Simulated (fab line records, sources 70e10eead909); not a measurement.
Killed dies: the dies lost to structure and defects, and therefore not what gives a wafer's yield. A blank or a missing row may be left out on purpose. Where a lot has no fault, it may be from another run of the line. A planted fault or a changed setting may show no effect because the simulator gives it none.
What tool caused it?	flow nand-harc	24 lots with 72 wafers sampled at 6 steps, on a route of 1302 steps

== WHAT THE GAUGES SHOWED, per wafer ==
Not one reading of a measure or inspect step in the record can be checked against a usual standard deviation.

== EACH LOT AND THE TOOL THAT RAN IT (in order: tool; ch and the chambers of the sampled wafers; start) ==
lot	NHARC_A_CHANNEL_FILL_D2_ALD_03	NHARC_A_CHANNEL_FILL_D2_ETCHBACK_19	NHARC_A_STAIRCASE_DESCUM_11	NHARC_A_STAIRCASE_TRIM_12	NHARC_A_STAIRCASE_ETCH_17	NHARC_A_STAIRCASE_ETCH_27
L074	ald-sin-batch-02 ch 0, day 14 12:55 or earlier	rie-si-05 ch 0,1,3, day 14 12:55	rie-diel-01 ch 1,2,3, day 15 15:19	rie-diel-01 ch 1,2, day 15 15:23	rie-diel-01 ch 2,3, no start	rie-diel-01 ch 0,3, no start
L075	ald-sin-batch-02 ch 0, day 14 20:32 or earlier	rie-si-06 ch 1,2,3, day 14 20:32	rie-diel-01 ch 0,1,3, day 16 00:29	rie-diel-01 ch 0,2,3, day 16 00:36	rie-diel-01 ch 0,1,3, no start	rie-diel-10 ch 0,2,3, no start
L076	ald-sin-batch-02 ch 0, day 15 01:01 or earlier	rie-si-05 ch 0,2,3, day 15 01:01	rie-diel-01 ch 0,1,2, day 16 04:03	rie-diel-01 ch 0,3, day 16 04:08	rie-diel-01 ch 0,2,3, no start	rie-diel-08 ch 1,2,3, no start
L077	ald-sin-batch-01 ch 0, day 15 17:20 or earlier	rie-si-01 ch 0,2,3, day 15 17:20	rie-diel-08 ch 1,2,3, day 16 21:00	rie-diel-08 ch 1,2, day 16 21:05	rie-diel-08 ch 0,2, no start	rie-diel-10 ch 0,2, no start
L078	ald-sin-batch-02 ch 0, day 15 23:03 or earlier	rie-si-01 ch 0,1,2, day 15 23:03	rie-diel-10 ch 1,2,3, day 17 01:50	rie-diel-10 ch 2,3, day 17 01:55	rie-diel-10 ch 0,1,2, no start	rie-diel-08 ch 0,2, no start
L079	ald-sin-batch-02 ch 0, day 15 23:02 or earlier	rie-si-06 ch 1,2,3, day 15 23:02	rie-diel-10 ch 0,1,2, day 17 02:07	rie-diel-10 ch 2,3, day 17 02:16	rie-diel-10 ch 0,2, no start	rie-diel-10 ch 1,2, no start
L080	ald-sin-batch-03 ch 0, day 16 20:03 or earlier	rie-si-06 ch 0,2, day 16 20:03	rie-diel-08 ch 0,2,3, day 17 22:37	rie-diel-08 ch 1,2,3, day 17 22:40	rie-diel-08 ch 0,2, no start	rie-diel-10 ch 0,1,3, no start
L081	ald-sin-batch-03 ch 0, day 16 20:03 or earlier	rie-si-01 ch 0,2,3, day 16 20:03	rie-diel-01 ch 0,2, day 17 22:53	rie-diel-01 ch 0,1,3, day 17 23:43	rie-diel-01 ch 0,2,3, no start	rie-diel-10 ch 1,2,3, no start
L082	ald-sin-batch-02 ch 0, day 17 21:09 or earlier	rie-si-05 ch 0,2, day 17 21:09	rie-diel-08 ch 0,2, day 19 02:12	rie-diel-08 ch 2,3, day 19 02:17	rie-diel-08 ch 2,3, no start	rie-diel-01 ch 0,2,3, no start
L083	ald-sin-batch-02 ch 0, day 17 21:08 or earlier	rie-si-06 ch 1,2,3, day 17 21:08	rie-diel-10 ch 0,1, day 19 01:55	rie-diel-10 ch 0,1,3, day 19 02:02	rie-diel-10 ch 0,1, no start	rie-diel-10 ch 0,2,3, no start
L084	ald-sin-batch-02 ch 0, day 18 19:50 or earlier	rie-si-05 ch 1,2, day 18 19:50	rie-diel-08 ch 1,2, day 19 23:19	rie-diel-08 ch 0,1,3, day 19 23:26	rie-diel-08 ch 0,1, no start	rie-diel-10 ch 0,2,3, no start
L085	ald-sin-batch-02 ch 0, day 18 19:52 or earlier	rie-si-01 ch 1,2,3, day 18 19:52	rie-diel-08 ch 0,3, day 19 23:37	rie-diel-08 ch 0,3, day 19 23:44	rie-diel-08 ch 1,2,3, no start	rie-diel-08 ch 1,2, no start
L086	ald-sin-batch-02 ch 0, day 19 16:26 or earlier	rie-si-06 ch 0,2,3, day 19 16:26	rie-diel-10 ch 0,3, day 20 22:18	rie-diel-10 ch 0,1,3, day 20 22:26	rie-diel-10 ch 0,2,3, no start	rie-diel-10 ch 0,1, no start
L087	ald-sin-batch-02 ch 0, day 19 16:27 or earlier	rie-si-01 ch 0,2,3, day 19 16:27	rie-diel-01 ch 0,1,2, day 20 22:29	rie-diel-01 ch 0,1,3, day 20 22:35	rie-diel-01 ch 2,3, no start	rie-diel-01 ch 0,2,3, no start
L088	ald-sin-batch-02 ch 0, day 20 19:06 or earlier	rie-si-06 ch 1,2,3, day 20 19:06	rie-diel-10 ch 0,1,3, day 21 21:58	rie-diel-10 ch 1,2, day 21 22:01	rie-diel-10 ch 1,2,3, no start	rie-diel-01 ch 0,3, no start
L089	ald-sin-batch-02 ch 0, day 20 19:05 or earlier	rie-si-05 ch 0,3, day 20 19:05	rie-diel-10 ch 0,2, day 21 21:45	rie-diel-10 ch 1,2, day 21 21:50	rie-diel-10 ch 0,2,3, no start	rie-diel-08 ch 1,2,3, no start
L091	ald-sin-batch-02 ch 0, day 21 06:23 or earlier	rie-si-06 ch 0,1, day 21 06:23	rie-diel-01 ch 0,2, day 22 09:10	rie-diel-01 ch 0,1,3, day 22 09:16	rie-diel-01 ch 0,1,3, no start	rie-diel-01 ch 0,1, no start
L090	ald-sin-batch-01 ch 0, day 21 06:22 or earlier	rie-si-01 ch 1,2, day 21 06:22	rie-diel-10 ch 0,2,3, day 22 09:05	rie-diel-10 ch 0,2, day 22 09:11	rie-diel-10 ch 0,1,3, no start	rie-diel-10 ch 0,1,2, no start
L092	ald-sin-batch-02 ch 0, day 22 02:12 or earlier	rie-si-01 ch 0,1,3, day 22 02:12	rie-diel-08 ch 0,2,3, day 23 05:53	rie-diel-08 ch 1,2,3, day 23 05:58	rie-diel-08 ch 0,1,3, no start	rie-diel-01 ch 0,2,3, no start
L093	ald-sin-batch-01 ch 0, day 22 20:25 or earlier	rie-si-06 ch 0,1,3, day 22 20:25	rie-diel-10 ch 0,3, day 23 23:28	rie-diel-10 ch 0,1, day 23 23:34	rie-diel-10 ch 0,2,3, no start	rie-diel-01 ch 0,1, no start
L094	ald-sin-batch-01 ch 0, day 22 20:23 or earlier	rie-si-05 ch 0,2,3, day 22 20:23	rie-diel-10 ch 0,1,3, day 24 00:27	rie-diel-10 ch 0,1, day 24 00:32	rie-diel-10 ch 0,3, no start	rie-diel-10 ch 2,3, no start
L095	ald-sin-batch-01 ch 0, day 22 20:23 or earlier	rie-si-01 ch 0,2,3, day 22 20:23	rie-diel-01 ch 0,3, day 23 23:53	rie-diel-01 ch 1,2, day 23 23:59	rie-diel-01 ch 0,3, no start	rie-diel-10 ch 1,2,3, no start
L096	ald-sin-batch-03 ch 0, day 23 11:29 or earlier	rie-si-05 ch 0,1,3, day 23 11:29	rie-diel-08 ch 0,1,3, day 24 14:54	rie-diel-08 ch 0,1,3, day 24 14:59	rie-diel-08 ch 0,2,3, no start	rie-diel-08 ch 0,1,3, no start
L097	ald-sin-batch-02 ch 0, day 24 07:58 or earlier	rie-si-05 ch 1,2,3, day 24 07:58	rie-diel-10 ch 0,2,3, day 25 10:55	rie-diel-10 ch 0,1,2, day 25 11:00	rie-diel-10 ch 0,1,3, no start	rie-diel-10 ch 0,1,3, no start
- NHARC_A_CHANNEL_FILL_D2_ALD_03: deposits SiNx, target thk 6 nm, pulse time 60 s, ald cycles 58.
- NHARC_A_CHANNEL_FILL_D2_ETCHBACK_19: etches the open film in HBr/Cl2, target depth 5 nm, time 1.7 s.
- NHARC_A_STAIRCASE_DESCUM_11: chemistry O2, time 3 s.
- NHARC_A_STAIRCASE_TRIM_12: chemistry O2, time 211.2 s.
- NHARC_A_STAIRCASE_ETCH_17: etches the open film in C4F8/O2, target depth 100 nm, time 40.5 s.
- NHARC_A_STAIRCASE_ETCH_27: etches the open film in C4F8/O2, target depth 100 nm, time 40.5 s.

== WHAT THE TOOLS THEMSELVES READ (means of the sampled wafers that have a number; where no wafer has one, the mark that the record gives instead) ==
NHARC_A_CHANNEL_FILL_D2_ALD_03. Usual: precursor-pulse-height-rel 1.000, standard deviation 0.02.
lot	tool	precursor-pulse-height-rel	flag
L074	ald-sin-batch-02	0.995	
L075	ald-sin-batch-02	1.009	
L076	ald-sin-batch-02	1.014	
L077	ald-sin-batch-01	0.999	
L078	ald-sin-batch-02	0.990	
L079	ald-sin-batch-02	0.989	
L080	ald-sin-batch-03	1.014	
L081	ald-sin-batch-03	1.015	
L082	ald-sin-batch-02	1.011	
L083	ald-sin-batch-02	1.007	
L084	ald-sin-batch-02	1.000	
L085	ald-sin-batch-02	1.010	
L086	ald-sin-batch-02	0.984	
L087	ald-sin-batch-02	0.996	
L088	ald-sin-batch-02	1.015	
L089	ald-sin-batch-02	1.003	
L091	ald-sin-batch-02	0.983	
L090	ald-sin-batch-01	0.992	
L092	ald-sin-batch-02	1.000	
L093	ald-sin-batch-01	1.003	
L094	ald-sin-batch-01	0.988	
L095	ald-sin-batch-01	1.000	
L096	ald-sin-batch-03	0.991	
L097	ald-sin-batch-02	1.001	

NHARC_A_CHANNEL_FILL_D2_ETCHBACK_19. Usual: drypump-motor-current-A 5.9 A, standard deviation 0.5; oes-product-au 0.996 a.u., standard deviation 0.011; throttle-valve-pct 26.406 %, standard deviation 0.0087.
lot	tool	drypump-motor-current-A (A)	oes-product-au (a.u.)	throttle-valve-pct (%)	flag
L074	rie-si-05	5.4	0.996	26.402	
L075	rie-si-06	5.9	1.000	26.400	
L076	rie-si-05	5.5	0.994	26.403	
L077	rie-si-01	6.1	1.005	26.408	
L078	rie-si-01	6.2	1.006	26.406	
L079	rie-si-06	5.8	1.002	26.398	
L080	rie-si-06	5.7	1.010	26.411	
L081	rie-si-01	6.1	1.004	26.406	
L082	rie-si-05	6.0	0.994	26.413	
L083	rie-si-06	5.8	0.998	26.403	
L084	rie-si-05	6.4	0.988	26.412	
L085	rie-si-01	5.9	1.003	26.397	
L086	rie-si-06	5.6	1.000	26.401	
L087	rie-si-01	6.1	0.992	26.407	
L088	rie-si-06	5.9	0.993	26.400	
L089	rie-si-05	5.0	0.990	26.404	
L091	rie-si-06	5.8	0.993	26.405	
L090	rie-si-01	6.1	1.005	26.412	
L092	rie-si-01	6.1	1.001	26.401	
L093	rie-si-06	5.8	0.992	26.411	
L094	rie-si-05	5.5	0.987	26.402	
L095	rie-si-01	6.1	0.999	26.412	
L096	rie-si-05	5.4	0.995	26.401	
L097	rie-si-05	5.9	0.987	26.401	

NHARC_A_STAIRCASE_DESCUM_11. Usual: drypump-motor-current-A 5.75 A, standard deviation 0.26; oes-product-au 1.001 a.u., standard deviation 0.0084; rf-vpp-V 57.7 V, standard deviation 0.88; showerhead-plenum-p-Torr 1.89 Torr, standard deviation 0.082; throttle-valve-pct 11.311 %, standard deviation 0.0087.
lot	tool	drypump-motor-current-A (A)	oes-product-au (a.u.)	rf-vpp-V (V)	showerhead-plenum-p-Torr (Torr)	throttle-valve-pct (%)	flag
L074	rie-diel-01	5.94	1.001	57.7	1.86	11.313	
L075	rie-diel-01	5.74	1.002	57.2	1.87	11.318	
L076	rie-diel-01	5.87	1.000	57.2	1.86	11.315	
L077	rie-diel-08	5.76	1.009	57.1	1.91	11.313	
L078	rie-diel-10	5.60	1.001	56.2	1.87	11.311	
L079	rie-diel-10	5.54	1.002	58.1	1.86	11.315	
L080	rie-diel-08	5.84	1.002	57.3	1.82	11.309	
L081	rie-diel-01	5.88	0.995	57.5	1.84	11.306	
L082	rie-diel-08	5.82	0.994	56.9	1.80	11.316	
L083	rie-diel-10	5.75	0.994	57.5	1.95	11.312	
L084	rie-diel-08	5.60	1.002	57.1	1.97	11.324	
L085	rie-diel-08	5.80	1.001	56.9	1.80	11.312	
L086	rie-diel-10	5.94	1.007	58.1	1.90	11.312	
L087	rie-diel-01	5.88	0.990	57.0	1.85	11.312	
L088	rie-diel-10	5.81	1.005	58.0	1.95	11.314	
L089	rie-diel-10	5.41	1.004	57.2	1.90	11.308	
L091	rie-diel-01	5.91	0.996	57.5	1.83	11.309	
L090	rie-diel-10	5.68	0.999	58.4	1.90	11.304	
L092	rie-diel-08	5.85	0.994	57.0	1.80	11.308	
L093	rie-diel-10	5.89	1.001	57.8	1.88	11.309	
L094	rie-diel-10	5.80	0.988	58.0	1.94	11.315	
L095	rie-diel-01	5.56	0.996	57.4	1.84	11.317	
L096	rie-diel-08	5.72	1.003	58.4	1.99	11.314	
L097	rie-diel-10	5.67	1.001	57.4	1.89	11.305	

NHARC_A_STAIRCASE_TRIM_12. Usual: drypump-motor-current-A 5.74 A, standard deviation 0.27; oes-product-au 1.001 a.u., standard deviation 0.0087; rf-vpp-V 57.7 V, standard deviation 0.85; showerhead-plenum-p-Torr 3.49 Torr, standard deviation 0.15; throttle-valve-pct 17.036 %, standard deviation 0.01.
lot	tool	drypump-motor-current-A (A)	oes-product-au (a.u.)	rf-vpp-V (V)	showerhead-plenum-p-Torr (Torr)	throttle-valve-pct (%)	flag
L074	rie-diel-01	6.12	1.004	57.4	3.41	17.045	
L075	rie-diel-01	5.75	1.002	58.0	3.42	17.047	
L076	rie-diel-01	5.61	0.996	57.3	3.43	17.032	
L077	rie-diel-08	5.76	1.003	58.2	3.50	17.038	
L078	rie-diel-10	5.47	1.003	57.8	3.55	17.031	
L079	rie-diel-10	5.45	1.009	58.3	3.55	17.045	
L080	rie-diel-08	5.76	1.003	57.4	3.52	17.030	
L081	rie-diel-01	5.77	0.993	58.1	3.45	17.029	
L082	rie-diel-08	5.91	0.999	58.9	3.41	17.033	
L083	rie-diel-10	5.83	1.008	57.2	3.61	17.035	
L084	rie-diel-08	5.72	0.997	57.7	3.50	17.045	
L085	rie-diel-08	5.88	1.000	57.3	3.39	17.038	
L086	rie-diel-10	5.82	1.001	57.3	3.60	17.041	
L087	rie-diel-01	5.74	1.003	57.2	3.43	17.042	
L088	rie-diel-10	5.45	1.001	58.1	3.71	17.039	
L089	rie-diel-10	5.50	1.002	58.0	3.71	17.036	
L091	rie-diel-01	5.73	1.005	57.8	3.42	17.036	
L090	rie-diel-10	5.63	0.999	57.0	3.49	17.039	
L092	rie-diel-08	5.76	1.009	58.5	3.50	17.038	
L093	rie-diel-10	5.65	0.992	57.8	3.68	17.043	
L094	rie-diel-10	5.75	0.988	57.8	3.57	17.025	
L095	rie-diel-01	6.11	1.000	57.6	3.41	17.032	
L096	rie-diel-08	5.71	1.001	58.4	3.66	17.037	
L097	rie-diel-10	5.53	1.005	58.3	3.58	17.035	

NHARC_A_STAIRCASE_ETCH_17. Usual: oes-product-au 0.942 a.u., standard deviation 0.01; rf-vpp-V 894 V, standard deviation 5.3.
lot	tool	oes-product-au (a.u.)	rf-vpp-V (V)	flag
L074	rie-diel-01	0.940	891	
L075	rie-diel-01	0.946	893	
L076	rie-diel-01	0.951	893	
L077	rie-diel-08	0.941	887	
L078	rie-diel-10	0.926	893	
L079	rie-diel-10	0.943	896	
L080	rie-diel-08	0.939	889	
L081	rie-diel-01	0.931	892	
L082	rie-diel-08	0.929	891	
L083	rie-diel-10	0.939	898	
L084	rie-diel-08	0.940	892	
L085	rie-diel-08	0.943	896	
L086	rie-diel-10	0.952	894	
L087	rie-diel-01	0.950	891	
L088	rie-diel-10	0.936	899	
L089	rie-diel-10	0.942	896	
L091	rie-diel-01	0.951	892	
L090	rie-diel-10	0.945	898	
L092	rie-diel-08	0.950	894	
L093	rie-diel-10	0.944	895	
L094	rie-diel-10	0.934	894	
L095	rie-diel-01	0.940	891	
L096	rie-diel-08	0.945	896	
L097	rie-diel-10	0.943	897	

NHARC_A_STAIRCASE_ETCH_27. Usual: oes-product-au 0.946 a.u., standard deviation 0.011; rf-vpp-V 894 V, standard deviation 4.9.
lot	tool	oes-product-au (a.u.)	rf-vpp-V (V)	flag
L074	rie-diel-01	0.947	892	
L075	rie-diel-10	0.946	897	
L076	rie-diel-08	0.952	896	
L077	rie-diel-10	0.946	896	
L078	rie-diel-08	0.945	888	
L079	rie-diel-10	0.953	893	
L080	rie-diel-10	0.953	892	
L081	rie-diel-10	0.955	894	
L082	rie-diel-01	0.936	891	
L083	rie-diel-10	0.953	896	
L084	rie-diel-10	0.925	896	
L085	rie-diel-08	0.943	900	
L086	rie-diel-10	0.945	898	
L087	rie-diel-01	0.935	891	
L088	rie-diel-01	0.948	892	
L089	rie-diel-08	0.946	895	
L091	rie-diel-01	0.946	893	
L090	rie-diel-10	0.945	899	
L092	rie-diel-01	0.947	891	
L093	rie-diel-01	0.946	892	
L094	rie-diel-10	0.938	896	
L095	rie-diel-10	0.939	898	
L096	rie-diel-08	0.952	900	
L097	rie-diel-10	0.957	898	

== THE ANSWER, worked out from the rows above alone ==
Rule: lot off if the mean of its wafers having a number is beyond 3 standard deviations from the usual mean. Also off: a lot with no number at a reading for which 4 or more lots have one. The other lots that the step has rows for count as sound. First the gauges in route order, then the tools' own readings, where a lot's mean is used as printed above. At the first step where some lot is off, the reading lying furthest off is the one used; lots without a number count as furthest.
No lot is off at any reading shown: from this, nothing can be told.

== WHAT HAD BEEN PUT IN BY THE SIMULATOR ==
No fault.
